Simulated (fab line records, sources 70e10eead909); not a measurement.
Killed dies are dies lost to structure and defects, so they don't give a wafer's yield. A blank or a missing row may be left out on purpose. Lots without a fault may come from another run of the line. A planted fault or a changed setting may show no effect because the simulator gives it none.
Which tool did it? | flow nand_harc | 6 lots, 18 wafers sampled, at 3 steps of a route of 1302

WHAT THE GAUGES READ, wafer by wafer
NHARC_P_ZERO_WELL_CD_MEAS_37: target cd 720 nm.
lot  | measured    | on        | cd_nm (nm)
L122 | day 2 20:12 | cd_sem-03 | 718.7 718.6 718.7
L124 | day 3 15:59 | cd_sem-01 | 718.0 717.8 718.2
L127 | day 5 02:10 | cd_sem-03 | 721.5 720.7 719.3
L129 | day 5 20:57 | cd_sem-03 | 719.8 719.1 718.5
L132 | day 7 00:00 | cd_sem-03 | 720.5 720.1 719.2
L134 | day 7 20:02 | cd_sem-02 | 705.3 705.9 705.4

WHICH TOOL RAN EACH LOT (tool, then ch and the chambers of the sampled wafers, then the start)
lot  | NHARC_P_ZERO_WELL_DESCUM_26       | NHARC_P_ZERO_WELL_EXPOSE_34
L122 | rie_diel-06 ch 1,2, day 2 18:43   | krf_scanner-04 ch 0, day 2 20:03
L124 | rie_diel-01 ch 0,2,3, day 3 14:39 | krf_scanner-02 ch 0, day 3 15:50
L127 | rie_diel-06 ch 0,1,2, day 4 20:41 | krf_scanner-02 ch 0, day 5 02:00
L129 | rie_diel-06 ch 0,1,2, day 5 19:34 | krf_scanner-02 ch 0, day 5 20:47
L132 | rie_diel-06 ch 1,2, day 6 22:38   | krf_scanner-02 ch 0, day 6 23:51
L134 | rie_diel-06 ch 0,1,2, day 7 18:41 | krf_scanner-02 ch 0, day 7 19:53
- NHARC_P_ZERO_WELL_DESCUM_26: chemistry O2, time 3 s.
- NHARC_P_ZERO_WELL_EXPOSE_34: exposes mask P PWELL, target cd 720 nm.

THE ANSWER, worked out from the rows above alone
Rule: what is usual is taken from the lots themselves. Put in order of their means at a reading, lots are off if they are a third of the lots or fewer, leave a main group of 4 or more, and stand apart from it by a gap of 3 or more times the standard deviation of the main group's means; of several such gaps the widest counts. A main group whose means are all the same, to the digits that the tables above print for the reading, isn't used. A lot without any number at a reading at which 4 lots or more have one is off too. The other lots that the step has rows for count as sound.
Off: L134, at NHARC_P_ZERO_WELL_CD_MEAS_37 (cd_nm). The main group: mean 719.2 nm, standard deviation 0.89.
A tool fits if, at a process step before that reading, it ran every lot that is off, and no sound lot after the first of them. The gauges at NHARC_P_ZERO_WELL_CD_MEAS_37 are tried like those tools. Can't be told from this: 3 tools fit, rie_diel-06 at NHARC_P_ZERO_WELL_DESCUM_26, krf_scanner-02 at NHARC_P_ZERO_WELL_EXPOSE_34, cd_sem-02 at NHARC_P_ZERO_WELL_CD_MEAS_37.

WHAT THE SIMULATOR HAD PUT IN
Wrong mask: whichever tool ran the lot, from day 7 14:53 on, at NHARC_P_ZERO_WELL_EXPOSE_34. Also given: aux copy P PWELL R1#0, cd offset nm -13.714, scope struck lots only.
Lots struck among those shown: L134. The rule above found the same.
